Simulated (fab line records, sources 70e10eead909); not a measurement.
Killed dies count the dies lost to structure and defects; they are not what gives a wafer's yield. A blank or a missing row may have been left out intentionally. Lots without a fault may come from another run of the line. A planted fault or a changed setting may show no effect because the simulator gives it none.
fab line records || flow nand-harc || part 2 of 2: steps 23 to 32 of 32
[record] {"lots": 5, "wafers": 15, "last-day": 32}
route steps=1302 shown P_ZERO_WELL@18
lots that met no fault: taken from a fault-free run of the same line
start-h: hours from the record's first day to the start of the lot's first wafer shown || wait-h: hours elapsed since this lot's preceding step || " repeats the value in the row above || L1.1+2: one row covering several wafers at once || - no value, or no start was given || * or withheld: withheld || < > ~ a bound
route shown NAME@n: names a module that has steps shown in the file, with the first one's number in the route || usual: the fault-free wafers' mean and standard deviation || same: alike in all rows || chamber/n: place in a boat || sites: each site's reading || _std_site: standard deviation across them || _edge_site: inner sites' mean taken away from outer sites' mean || radius-mm: for every site, how far away it sits from the centre of the wafer || mask NAME#n: copy n || behind: the last tool/chamber to shape the wafer || hold: why the lot was held/for how many hours/how that ended || device: transistor that didn't switch, given as n, p or np || end of line: the same wafers' tests at the end of the route || a step with no rows: only its recipe || killed: count of dies lost to structure and defects at first sort (not the wafer's yield) || map: shows each die of a wafer: x if killed, . if not, _ if none is there
set.NAME: setting as actually run; set.NAME@STEP: the setting as run at that earlier step || model.NAME: the simulator's own value behind a step, which no gauge read
lots seen at some steps along the route; tables by step, rows by wafer
services: the hour from which a tool's chamber was out of use, counted from the record's first day as start-h (under 0 if before that day), plus the number of hours and why
[[steps]]
[step NHARC_P_ZERO_WELL_EBR_33]
[usual] {"chill-plate-temp-C": "22.99/0.11", "resist-line-temp-C": "23.00/0.12"}
{"lot.wafer": "L075.2", "tool": "litho-track-02", "chamber": 0, "start-h": "-", "wait-h": "-", "chill-plate-temp-C": 23.00, "resist-line-temp-C": 23.07}
{"lot.wafer": "L075.4", "tool": "litho-track-02", "chamber": 0, "start-h": "-", "wait-h": "-", "chill-plate-temp-C": 22.89, "resist-line-temp-C": 23.02}
{"lot.wafer": "L075.5", "tool": "litho-track-02", "chamber": 0, "start-h": "-", "wait-h": "-", "chill-plate-temp-C": 23.05, "resist-line-temp-C": 23.24}
{"lot.wafer": "L079.3", "tool": "litho-track-02", "chamber": 0, "start-h": "-", "wait-h": "-", "chill-plate-temp-C": 22.96, "resist-line-temp-C": 22.87}
{"lot.wafer": "L079.4", "tool": "litho-track-02", "chamber": 0, "start-h": "-", "wait-h": "-", "chill-plate-temp-C": 22.99, "resist-line-temp-C": 22.95}
{"lot.wafer": "L079.6", "tool": "litho-track-02", "chamber": 0, "start-h": "-", "wait-h": "-", "chill-plate-temp-C": 22.92, "resist-line-temp-C": 23.04}
{"lot.wafer": "L088.1", "tool": "litho-track-07", "chamber": 0, "start-h": "-", "wait-h": "-", "chill-plate-temp-C": 22.87, "resist-line-temp-C": 22.81}
{"lot.wafer": "L088.4", "tool": "litho-track-07", "chamber": 0, "start-h": "-", "wait-h": "-", "chill-plate-temp-C": 23.10, "resist-line-temp-C": 23.05}
{"lot.wafer": "L088.6", "tool": "litho-track-07", "chamber": 0, "start-h": "-", "wait-h": "-", "chill-plate-temp-C": 23.09, "resist-line-temp-C": 22.91}
{"lot.wafer": "L092.2", "tool": "litho-track-07", "chamber": 0, "start-h": "-", "wait-h": "-", "chill-plate-temp-C": 23.10, "resist-line-temp-C": 22.84}
{"lot.wafer": "L092.3", "tool": "litho-track-07", "chamber": 0, "start-h": "-", "wait-h": "-", "chill-plate-temp-C": 23.16, "resist-line-temp-C": 22.91}
{"lot.wafer": "L092.4", "tool": "litho-track-07", "chamber": 0, "start-h": "-", "wait-h": "-", "chill-plate-temp-C": 22.92, "resist-line-temp-C": 22.84}
{"lot.wafer": "L094.1", "tool": "litho-track-07", "chamber": 0, "start-h": "-", "wait-h": "-", "chill-plate-temp-C": 22.92, "resist-line-temp-C": 23.02}
{"lot.wafer": "L094.3", "tool": "litho-track-07", "chamber": 0, "start-h": "-", "wait-h": "-", "chill-plate-temp-C": 23.05, "resist-line-temp-C": 22.92}
{"lot.wafer": "L094.6", "tool": "litho-track-07", "chamber": 0, "start-h": "-", "wait-h": "-", "chill-plate-temp-C": 22.91, "resist-line-temp-C": 22.95}
[step NHARC_P_ZERO_WELL_EXPOSE_34]
[recipe] {"na": 0.6, "target-cd-nm": 720, "dose-mj": 22.31, "mask-id": "P_PWELL"}
[usual] {"exposure-dose-mJ-cm2": "22.311/0.025"}
{"lot.wafer": "L075.2", "tool": "krf-scanner-03", "chamber": 0, "start-h": 34.14, "wait-h": "-", "mask": "P_PWELL#0", "exposure-dose-mJ-cm2": 22.309}
{"lot.wafer": "L075.4", "tool": "krf-scanner-03", "chamber": 0, "start-h": 34.14, "wait-h": "-", "mask": "P_PWELL#0", "exposure-dose-mJ-cm2": 22.279}
{"lot.wafer": "L075.5", "tool": "krf-scanner-03", "chamber": 0, "start-h": 34.14, "wait-h": "-", "mask": "P_PWELL#0", "exposure-dose-mJ-cm2": 22.271}
{"lot.wafer": "L079.3", "tool": "krf-scanner-03", "chamber": 0, "start-h": 76.24, "wait-h": "-", "mask": "P_PWELL#0", "exposure-dose-mJ-cm2": 22.311}
{"lot.wafer": "L079.4", "tool": "krf-scanner-03", "chamber": 0, "start-h": 76.24, "wait-h": "-", "mask": "P_PWELL#0", "exposure-dose-mJ-cm2": 22.277}
{"lot.wafer": "L079.6", "tool": "krf-scanner-03", "chamber": 0, "start-h": 76.24, "wait-h": "-", "mask": "P_PWELL#0", "exposure-dose-mJ-cm2": 22.306}
{"lot.wafer": "L088.1", "tool": "krf-scanner-04", "chamber": 0, "start-h": 163.96, "wait-h": "-", "mask": "P_PWELL#0", "exposure-dose-mJ-cm2": 22.322}
{"lot.wafer": "L088.4", "tool": "krf-scanner-04", "chamber": 0, "start-h": 163.96, "wait-h": "-", "mask": "P_PWELL#0", "exposure-dose-mJ-cm2": 22.332}
{"lot.wafer": "L088.6", "tool": "krf-scanner-04", "chamber": 0, "start-h": 163.96, "wait-h": "-", "mask": "P_PWELL#0", "exposure-dose-mJ-cm2": 22.327}
{"lot.wafer": "L092.2", "tool": "krf-scanner-04", "chamber": 0, "start-h": 203.70, "wait-h": "-", "mask": "P_PWELL#0", "exposure-dose-mJ-cm2": 22.284}
{"lot.wafer": "L092.3", "tool": "krf-scanner-04", "chamber": 0, "start-h": 203.70, "wait-h": "-", "mask": "P_PWELL#0", "exposure-dose-mJ-cm2": 22.297}
{"lot.wafer": "L092.4", "tool": "krf-scanner-04", "chamber": 0, "start-h": 203.70, "wait-h": "-", "mask": "P_PWELL#0", "exposure-dose-mJ-cm2": 22.282}
{"lot.wafer": "L094.1", "tool": "krf-scanner-04", "chamber": 0, "start-h": 224.04, "wait-h": "-", "mask": "P_PWELL#0", "exposure-dose-mJ-cm2": 22.297}
{"lot.wafer": "L094.3", "tool": "krf-scanner-04", "chamber": 0, "start-h": 224.04, "wait-h": "-", "mask": "P_PWELL#0", "exposure-dose-mJ-cm2": 22.315}
{"lot.wafer": "L094.6", "tool": "krf-scanner-04", "chamber": 0, "start-h": 224.04, "wait-h": "-", "mask": "P_PWELL#0", "exposure-dose-mJ-cm2": 22.273}
[step NHARC_P_ZERO_WELL_PEB_35]
[recipe] {"peb-temp-c": 118, "peb-time-s": 85}
[usual] {"chill-plate-temp-C": "23.03/0.096", "resist-line-temp-C": "22.99/0.099"}
{"lot.wafer": "L075.2", "tool": "litho-track-07", "chamber": 0, "start-h": 34.20, "wait-h": 0.1, "chill-plate-temp-C": 23.11, "resist-line-temp-C": 23.07}
{"lot.wafer": "L075.4", "tool": "litho-track-07", "chamber": 0, "start-h": 34.20, "wait-h": 0.1, "chill-plate-temp-C": 23.11, "resist-line-temp-C": 23.00}
{"lot.wafer": "L075.5", "tool": "litho-track-07", "chamber": 0, "start-h": 34.20, "wait-h": 0.1, "chill-plate-temp-C": 22.91, "resist-line-temp-C": 22.95}
{"lot.wafer": "L079.3", "tool": "litho-track-05", "chamber": 0, "start-h": 76.29, "wait-h": 0.1, "chill-plate-temp-C": 22.94, "resist-line-temp-C": 22.89}
{"lot.wafer": "L079.4", "tool": "litho-track-05", "chamber": 0, "start-h": 76.29, "wait-h": 0.1, "chill-plate-temp-C": 23.10, "resist-line-temp-C": 22.82}
{"lot.wafer": "L079.6", "tool": "litho-track-05", "chamber": 0, "start-h": 76.29, "wait-h": 0.1, "chill-plate-temp-C": 22.98, "resist-line-temp-C": 23.09}
{"lot.wafer": "L088.1", "tool": "litho-track-02", "chamber": 0, "start-h": 164.03, "wait-h": 0.1, "chill-plate-temp-C": 23.06, "resist-line-temp-C": 22.98}
{"lot.wafer": "L088.4", "tool": "litho-track-02", "chamber": 0, "start-h": 164.03, "wait-h": 0.1, "chill-plate-temp-C": 23.00, "resist-line-temp-C": 23.06}
{"lot.wafer": "L088.6", "tool": "litho-track-02", "chamber": 0, "start-h": 164.03, "wait-h": 0.1, "chill-plate-temp-C": 23.07, "resist-line-temp-C": 23.00}
{"lot.wafer": "L092.2", "tool": "litho-track-05", "chamber": 0, "start-h": 203.76, "wait-h": 0.1, "chill-plate-temp-C": 23.05, "resist-line-temp-C": 22.82}
{"lot.wafer": "L092.3", "tool": "litho-track-05", "chamber": 0, "start-h": 203.76, "wait-h": 0.1, "chill-plate-temp-C": 23.04, "resist-line-temp-C": 22.97}
{"lot.wafer": "L092.4", "tool": "litho-track-05", "chamber": 0, "start-h": 203.76, "wait-h": 0.1, "chill-plate-temp-C": 23.02, "resist-line-temp-C": 22.89}
{"lot.wafer": "L094.1", "tool": "litho-track-05", "chamber": 0, "start-h": 224.10, "wait-h": 0.1, "chill-plate-temp-C": 22.90, "resist-line-temp-C": 23.01}
{"lot.wafer": "L094.3", "tool": "litho-track-05", "chamber": 0, "start-h": 224.10, "wait-h": 0.1, "chill-plate-temp-C": 23.00, "resist-line-temp-C": 23.10}
{"lot.wafer": "L094.6", "tool": "litho-track-05", "chamber": 0, "start-h": 224.10, "wait-h": 0.1, "chill-plate-temp-C": 23.18, "resist-line-temp-C": 23.03}
[step NHARC_P_ZERO_WELL_DEVELOP_36]
[recipe] {"time-s": 70}
[usual] {"chill-plate-temp-C": "23.01/0.093", "resist-line-temp-C": "22.95/0.098"}
{"lot.wafer": "L075.2", "tool": "litho-track-07", "chamber": 0, "start-h": "-", "wait-h": "-", "chill-plate-temp-C": 23.01, "resist-line-temp-C": 23.00}
{"lot.wafer": "L075.4", "tool": "litho-track-07", "chamber": 0, "start-h": "-", "wait-h": "-", "chill-plate-temp-C": 22.89, "resist-line-temp-C": 22.96}
{"lot.wafer": "L075.5", "tool": "litho-track-07", "chamber": 0, "start-h": "-", "wait-h": "-", "chill-plate-temp-C": 22.94, "resist-line-temp-C": 22.98}
{"lot.wafer": "L079.3", "tool": "litho-track-05", "chamber": 0, "start-h": "-", "wait-h": "-", "chill-plate-temp-C": 23.06, "resist-line-temp-C": 22.90}
{"lot.wafer": "L079.4", "tool": "litho-track-05", "chamber": 0, "start-h": "-", "wait-h": "-", "chill-plate-temp-C": 23.15, "resist-line-temp-C": 22.98}
{"lot.wafer": "L079.6", "tool": "litho-track-05", "chamber": 0, "start-h": "-", "wait-h": "-", "chill-plate-temp-C": 23.05, "resist-line-temp-C": 22.96}
{"lot.wafer": "L088.1", "tool": "litho-track-02", "chamber": 0, "start-h": "-", "wait-h": "-", "chill-plate-temp-C": 23.00, "resist-line-temp-C": 23.00}
{"lot.wafer": "L088.4", "tool": "litho-track-02", "chamber": 0, "start-h": "-", "wait-h": "-", "chill-plate-temp-C": 23.03, "resist-line-temp-C": 22.98}
{"lot.wafer": "L088.6", "tool": "litho-track-02", "chamber": 0, "start-h": "-", "wait-h": "-", "chill-plate-temp-C": 23.12, "resist-line-temp-C": 23.06}
{"lot.wafer": "L092.2", "tool": "litho-track-05", "chamber": 0, "start-h": "-", "wait-h": "-", "chill-plate-temp-C": 22.96, "resist-line-temp-C": 23.03}
{"lot.wafer": "L092.3", "tool": "litho-track-05", "chamber": 0, "start-h": "-", "wait-h": "-", "chill-plate-temp-C": 23.06, "resist-line-temp-C": 23.13}
{"lot.wafer": "L092.4", "tool": "litho-track-05", "chamber": 0, "start-h": "-", "wait-h": "-", "chill-plate-temp-C": 23.02, "resist-line-temp-C": 23.15}
{"lot.wafer": "L094.1", "tool": "litho-track-05", "chamber": 0, "start-h": "-", "wait-h": "-", "chill-plate-temp-C": 23.14, "resist-line-temp-C": 22.96}
{"lot.wafer": "L094.3", "tool": "litho-track-05", "chamber": 0, "start-h": "-", "wait-h": "-", "chill-plate-temp-C": 23.04, "resist-line-temp-C": 23.03}
{"lot.wafer": "L094.6", "tool": "litho-track-05", "chamber": 0, "start-h": "-", "wait-h": "-", "chill-plate-temp-C": 22.99, "resist-line-temp-C": 22.88}
[step NHARC_P_ZERO_WELL_CD_MEAS_37]
[recipe] {"target-cd-nm": 720, "landing-energy-ev": 500}
[usual] {"cd-nm": "719.3/2"}
{"lot.wafer": "L075.2", "tool": "cd-sem-02", "chamber": 0, "start-h": 34.29, "wait-h": "-", "cd-nm": 718.6}
{"lot.wafer": "L075.4", "tool": "cd-sem-02", "chamber": 0, "start-h": 34.29, "wait-h": "-", "cd-nm": 716.0}
{"lot.wafer": "L075.5", "tool": "cd-sem-02", "chamber": 0, "start-h": 34.29, "wait-h": "-", "cd-nm": 720.2}
{"lot.wafer": "L079.3", "tool": "cd-sem-01", "chamber": 0, "start-h": 76.39, "wait-h": "-", "cd-nm": 722.3}
{"lot.wafer": "L079.4", "tool": "cd-sem-01", "chamber": 0, "start-h": 76.39, "wait-h": "-", "cd-nm": 725.2}
{"lot.wafer": "L079.6", "tool": "cd-sem-01", "chamber": 0, "start-h": 76.39, "wait-h": "-", "cd-nm": 723.8}
{"lot.wafer": "L088.1", "tool": "cd-sem-02", "chamber": 0, "start-h": 164.12, "wait-h": "-", "cd-nm": 718.7}
{"lot.wafer": "L088.4", "tool": "cd-sem-02", "chamber": 0, "start-h": 164.12, "wait-h": "-", "cd-nm": 722.6}
{"lot.wafer": "L088.6", "tool": "cd-sem-02", "chamber": 0, "start-h": 164.12, "wait-h": "-", "cd-nm": 720.3}
{"lot.wafer": "L092.2", "tool": "cd-sem-03", "chamber": 0, "start-h": 203.85, "wait-h": "-", "cd-nm": 717.2}
{"lot.wafer": "L092.3", "tool": "cd-sem-03", "chamber": 0, "start-h": 203.85, "wait-h": "-", "cd-nm": 722.7}
{"lot.wafer": "L092.4", "tool": "cd-sem-03", "chamber": 0, "start-h": 203.85, "wait-h": "-", "cd-nm": 720.9}
{"lot.wafer": "L094.1", "tool": "cd-sem-03", "chamber": 0, "start-h": 224.19, "wait-h": "-", "cd-nm": 719.6}
{"lot.wafer": "L094.3", "tool": "cd-sem-03", "chamber": 0, "start-h": 224.19, "wait-h": "-", "cd-nm": 719.0}
{"lot.wafer": "L094.6", "tool": "cd-sem-03", "chamber": 0, "start-h": 224.19, "wait-h": "-", "cd-nm": 722.0}
[step NHARC_P_ZERO_WELL_HARDBAKE_38]
[recipe] {"temp-c": 125, "time-s": 80}
[usual] {"chill-plate-temp-C": "22.98/0.094", "resist-line-temp-C": "23.01/0.099"}
{"lot.wafer": "L075.2", "tool": "litho-track-02", "chamber": 0, "start-h": 34.37, "wait-h": "-", "chill-plate-temp-C": 22.79, "resist-line-temp-C": 23.08}
{"lot.wafer": "L075.4", "tool": "litho-track-02", "chamber": 0, "start-h": 34.37, "wait-h": "-", "chill-plate-temp-C": 22.96, "resist-line-temp-C": 23.10}
{"lot.wafer": "L075.5", "tool": "litho-track-02", "chamber": 0, "start-h": 34.37, "wait-h": "-", "chill-plate-temp-C": 22.86, "resist-line-temp-C": 22.98}
{"lot.wafer": "L079.3", "tool": "litho-track-02", "chamber": 0, "start-h": 76.47, "wait-h": "-", "chill-plate-temp-C": 23.00, "resist-line-temp-C": 23.06}
{"lot.wafer": "L079.4", "tool": "litho-track-02", "chamber": 0, "start-h": 76.47, "wait-h": "-", "chill-plate-temp-C": 22.94, "resist-line-temp-C": 23.06}
{"lot.wafer": "L079.6", "tool": "litho-track-02", "chamber": 0, "start-h": 76.47, "wait-h": "-", "chill-plate-temp-C": 23.11, "resist-line-temp-C": 23.01}
{"lot.wafer": "L088.1", "tool": "litho-track-02", "chamber": 0, "start-h": 164.20, "wait-h": "-", "chill-plate-temp-C": 22.97, "resist-line-temp-C": 23.14}
{"lot.wafer": "L088.4", "tool": "litho-track-02", "chamber": 0, "start-h": 164.20, "wait-h": "-", "chill-plate-temp-C": 22.99, "resist-line-temp-C": 23.06}
{"lot.wafer": "L088.6", "tool": "litho-track-02", "chamber": 0, "start-h": 164.20, "wait-h": "-", "chill-plate-temp-C": 23.03, "resist-line-temp-C": 23.00}
{"lot.wafer": "L092.2", "tool": "litho-track-02", "chamber": 0, "start-h": 203.93, "wait-h": "-", "chill-plate-temp-C": 22.99, "resist-line-temp-C": 23.05}
{"lot.wafer": "L092.3", "tool": "litho-track-02", "chamber": 0, "start-h": 203.93, "wait-h": "-", "chill-plate-temp-C": 22.94, "resist-line-temp-C": 23.09}
{"lot.wafer": "L092.4", "tool": "litho-track-02", "chamber": 0, "start-h": 203.93, "wait-h": "-", "chill-plate-temp-C": 23.05, "resist-line-temp-C": 22.99}
{"lot.wafer": "L094.1", "tool": "litho-track-02", "chamber": 0, "start-h": 224.27, "wait-h": "-", "chill-plate-temp-C": 23.00, "resist-line-temp-C": 23.18}
{"lot.wafer": "L094.3", "tool": "litho-track-02", "chamber": 0, "start-h": 224.27, "wait-h": "-", "chill-plate-temp-C": 22.99, "resist-line-temp-C": 22.97}
{"lot.wafer": "L094.6", "tool": "litho-track-02", "chamber": 0, "start-h": 224.27, "wait-h": "-", "chill-plate-temp-C": 23.06, "resist-line-temp-C": 23.03}
[step NHARC_P_ZERO_WELL_DESCUM_39]
[recipe] {"time-s": 3, "o2-flow-sccm": 200, "ar-flow-sccm": 0, "bias-power-w": 0, "chemistry": "O2"}
[usual] {"drypump-motor-current-A": "5.7/0.35", "o2-flow-sccm": "200.1/0.66", "oes-product-au": "0.999/0.0099", "rf-vpp-V": "57.8/0.98", "showerhead-plenum-p-Torr": "1.91/0.097", "throttle-valve-pct": "11.312/0.0089"}
{"lot.wafer": "L075.4", "tool": "rie-diel-10", "chamber": 0, "start-h": 34.45, "wait-h": "-", "drypump-motor-current-A": 5.2, "o2-flow-sccm": 201.3, "oes-product-au": 0.999, "rf-hours-counter-h": 41, "rf-vpp-V": 58.4, "showerhead-plenum-p-Torr": 1.90, "throttle-valve-pct": 11.302}
{"lot.wafer": "L075.2", "tool": "rie-diel-10", "chamber": 1, "start-h": 34.45, "wait-h": "-", "drypump-motor-current-A": 6.0, "o2-flow-sccm": 201.2, "oes-product-au": 0.995, "rf-hours-counter-h": 38, "rf-vpp-V": 58.1, "showerhead-plenum-p-Torr": 1.83, "throttle-valve-pct": 11.328}
{"lot.wafer": "L075.5", "tool": "rie-diel-10", "chamber": 1, "start-h": 34.45, "wait-h": "-", "drypump-motor-current-A": 6.0, "o2-flow-sccm": 199.3, "oes-product-au": 0.995, "rf-hours-counter-h": "-", "rf-vpp-V": 57.1, "showerhead-plenum-p-Torr": 1.83, "throttle-valve-pct": 11.326}
{"lot.wafer": "L079.4", "tool": "rie-diel-08", "chamber": 3, "start-h": 76.55, "wait-h": "-", "drypump-motor-current-A": 6.3, "o2-flow-sccm": 199.8, "oes-product-au": 1.008, "rf-hours-counter-h": 17, "rf-vpp-V": 57.8, "showerhead-plenum-p-Torr": 1.81, "throttle-valve-pct": 11.304}
{"lot.wafer": "L079.3", "tool": "rie-diel-08", "chamber": 1, "start-h": 76.55, "wait-h": "-", "drypump-motor-current-A": 5.9, "o2-flow-sccm": 200.6, "oes-product-au": 0.997, "rf-hours-counter-h": 12, "rf-vpp-V": 57.9, "showerhead-plenum-p-Torr": 2.01, "throttle-valve-pct": 11.325}
{"lot.wafer": "L079.6", "tool": "rie-diel-08", "chamber": 2, "start-h": 76.55, "wait-h": "-", "drypump-motor-current-A": 5.8, "o2-flow-sccm": 201.2, "oes-product-au": 1.026, "rf-hours-counter-h": "-", "rf-vpp-V": 57.2, "showerhead-plenum-p-Torr": 2.01, "throttle-valve-pct": 11.311}
{"lot.wafer": "L088.4", "tool": "rie-diel-10", "chamber": 2, "start-h": 164.28, "wait-h": "-", "drypump-motor-current-A": 5.1, "o2-flow-sccm": 200.3, "oes-product-au": 0.988, "rf-hours-counter-h": 28, "rf-vpp-V": 59.3, "showerhead-plenum-p-Torr": 1.94, "throttle-valve-pct": 11.310}
{"lot.wafer": "L088.1", "tool": "rie-diel-10", "chamber": 1, "start-h": 164.28, "wait-h": "-", "drypump-motor-current-A": 6.0, "o2-flow-sccm": 198.5, "oes-product-au": 1.000, "rf-hours-counter-h": 30, "rf-vpp-V": 57.3, "showerhead-plenum-p-Torr": 1.82, "throttle-valve-pct": 11.301}
{"lot.wafer": "L088.6", "tool": "rie-diel-10", "chamber": 3, "start-h": 164.28, "wait-h": "-", "drypump-motor-current-A": 5.5, "o2-flow-sccm": 199.8, "oes-product-au": 1.000, "rf-hours-counter-h": "-", "rf-vpp-V": 57.3, "showerhead-plenum-p-Torr": 1.78, "throttle-valve-pct": 11.298}
{"lot.wafer": "L092.4", "tool": "rie-diel-08", "chamber": 2, "start-h": 204.01, "wait-h": "-", "drypump-motor-current-A": 5.8, "o2-flow-sccm": 199.3, "oes-product-au": 1.012, "rf-hours-counter-h": 0, "rf-vpp-V": 59.4, "showerhead-plenum-p-Torr": 2.00, "throttle-valve-pct": 11.316}
{"lot.wafer": "L092.2", "tool": "rie-diel-08", "chamber": 3, "start-h": 204.01, "wait-h": "-", "drypump-motor-current-A": 6.3, "o2-flow-sccm": 199.0, "oes-product-au": 0.988, "rf-hours-counter-h": 0, "rf-vpp-V": 58.8, "showerhead-plenum-p-Torr": 1.80, "throttle-valve-pct": 11.320}
{"lot.wafer": "L092.3", "tool": "rie-diel-08", "chamber": 1, "start-h": 204.01, "wait-h": "-", "drypump-motor-current-A": 5.9, "o2-flow-sccm": 199.7, "oes-product-au": 0.998, "rf-hours-counter-h": 0, "rf-vpp-V": 58.0, "showerhead-plenum-p-Torr": 2.00, "throttle-valve-pct": 11.313}
{"lot.wafer": "L094.1", "tool": "rie-diel-03", "chamber": 0, "start-h": 224.36, "wait-h": "-", "drypump-motor-current-A": 5.5, "o2-flow-sccm": 199.2, "oes-product-au": 0.994, "rf-hours-counter-h": 38, "rf-vpp-V": 58.6, "showerhead-plenum-p-Torr": 2.04, "throttle-valve-pct": 11.297}
{"lot.wafer": "L094.3", "tool": "rie-diel-03", "chamber": 2, "start-h": 224.36, "wait-h": "-", "drypump-motor-current-A": 5.6, "o2-flow-sccm": 200.4, "oes-product-au": 0.990, "rf-hours-counter-h": 44, "rf-vpp-V": 55.7, "showerhead-plenum-p-Torr": 1.78, "throttle-valve-pct": 11.309}
{"lot.wafer": "L094.6", "tool": "rie-diel-03", "chamber": 3, "start-h": 224.36, "wait-h": "-", "drypump-motor-current-A": 5.6, "o2-flow-sccm": 200.4, "oes-product-au": 0.989, "rf-hours-counter-h": "-", "rf-vpp-V": 57.1, "showerhead-plenum-p-Torr": 1.93, "throttle-valve-pct": 11.318}
[step NHARC_P_ZERO_WELL_IMPLANT_40]
[recipe] {"energy-kev": 300, "dose-cm2": 1e+13, "tilt-deg": 7}
{"lot.wafer": "L075.2+4+5", "tool": "implanter-01", "chamber": 0, "start-h": 34.63, "wait-h": 0.2}
{"lot.wafer": "L079.3+4+6", "tool": "implanter-01", "chamber": 0, "start-h": 76.75, "wait-h": 0.2}
{"lot.wafer": "L088.1+4+6", "tool": "implanter-01", "chamber": 0, "start-h": 164.42, "wait-h": 0.1}
{"lot.wafer": "L092.2+3+4", "tool": "implanter-01", "chamber": 0, "start-h": 204.19, "wait-h": 0.2}
{"lot.wafer": "L094.1+3+6", "tool": "implanter-01", "chamber": 0, "start-h": 224.50, "wait-h": 0.1}
[step NHARC_P_ZERO_WELL_IMPLANT_59]
[recipe] {"energy-kev": 120, "dose-cm2": 5e+12, "tilt-deg": 7}
{"lot.wafer": "L075.2+4+5", "tool": "implanter-01", "chamber": 0, "start-h": 34.81, "wait-h": 0.1}
{"lot.wafer": "L079.3+4+6", "tool": "implanter-01", "chamber": 0, "start-h": 76.93, "wait-h": 0.1}
{"lot.wafer": "L088.1+4+6", "tool": "implanter-01", "chamber": 0, "start-h": 164.61, "wait-h": 0.2}
{"lot.wafer": "L092.2+3+4", "tool": "implanter-01", "chamber": 0, "start-h": 204.37, "wait-h": 0.2}
{"lot.wafer": "L094.1+3+6", "tool": "implanter-01", "chamber": 0, "start-h": 224.68, "wait-h": 0.1}
[step NHARC_P_ZERO_WELL_IMPLANT_60]
[recipe] {"energy-kev": 30, "dose-cm2": 2e+12, "tilt-deg": 7}
{"lot.wafer": "L075.2+4+5", "tool": "implanter-01", "chamber": 0, "start-h": 34.99, "wait-h": 0.2}
{"lot.wafer": "L079.3+4+6", "tool": "implanter-01", "chamber": 0, "start-h": 77.11, "wait-h": 0.1}
{"lot.wafer": "L088.1+4+6", "tool": "implanter-01", "chamber": 0, "start-h": 164.78, "wait-h": 0.1}
{"lot.wafer": "L092.2+3+4", "tool": "implanter-01", "chamber": 0, "start-h": 204.55, "wait-h": 0.1}
{"lot.wafer": "L094.1+3+6", "tool": "implanter-01", "chamber": 0, "start-h": 224.86, "wait-h": 0.2}
[[services]]
{"tool": "krf-scanner-04", "chamber": "-", "start-h": 10.00, "hours": 4.0, "kind": "pm"}
{"tool": "implanter-01", "chamber": "-", "start-h": 12.05, "hours": 2.6, "kind": "repair"}
{"tool": "rie-diel-08", "chamber": "-", "start-h": 17.69, "hours": 9.0, "kind": "pm"}
{"tool": "rie-diel-08", "chamber": 1, "start-h": 32.60, "hours": 6.2, "kind": "repair"}
{"tool": "implanter-01", "chamber": "-", "start-h": 39.51, "hours": 0.8, "kind": "repair"}
{"tool": "rie-diel-10", "chamber": 2, "start-h": 42.54, "hours": 2.7, "kind": "repair"}
{"tool": "rie-diel-10", "chamber": 0, "start-h": 43.62, "hours": 14.1, "kind": "repair"}
{"tool": "krf-scanner-04", "chamber": "-", "start-h": 45.29, "hours": 0.4, "kind": "repair"}
{"tool": "litho-track-02", "chamber": "-", "start-h": 52.00, "hours": 7.0, "kind": "pm"}
{"tool": "implanter-01", "chamber": "-", "start-h": 61.64, "hours": 3.2, "kind": "repair"}
{"tool": "rie-diel-10", "chamber": 3, "start-h": 62.37, "hours": 1.9, "kind": "repair"}
{"tool": "rie-diel-10", "chamber": 2, "start-h": 63.50, "hours": 15.8, "kind": "repair"}
{"tool": "wet-bench-09", "chamber": "-", "start-h": 64.88, "hours": 2.5, "kind": "repair"}
{"tool": "rie-diel-10", "chamber": "-", "start-h": 65.88, "hours": 9.0, "kind": "pm"}
{"tool": "litho-track-07", "chamber": "-", "start-h": 76.00, "hours": 7.0, "kind": "pm"}
{"tool": "implanter-01", "chamber": "-", "start-h": 85.62, "hours": 4.3, "kind": "repair"}
{"tool": "litho-track-05", "chamber": "-", "start-h": 124.00, "hours": 7.0, "kind": "pm"}
{"tool": "rie-diel-08", "chamber": "-", "start-h": 138.10, "hours": 2.1, "kind": "repair"}
{"tool": "krf-scanner-04", "chamber": "-", "start-h": 142.68, "hours": 1.0, "kind": "repair"}
{"tool": "implanter-02", "chamber": "-", "start-h": 146.00, "hours": 13.0, "kind": "pm"}
{"tool": "rie-diel-08", "chamber": "-", "start-h": 159.08, "hours": 1.3, "kind": "repair"}
{"tool": "krf-scanner-04", "chamber": "-", "start-h": 182.00, "hours": 4.0, "kind": "pm"}
{"tool": "rie-diel-08", "chamber": "-", "start-h": 194.69, "hours": 9.0, "kind": "pm"}
{"tool": "implanter-02", "chamber": "-", "start-h": 204.00, "hours": 2.1, "kind": "repair"}
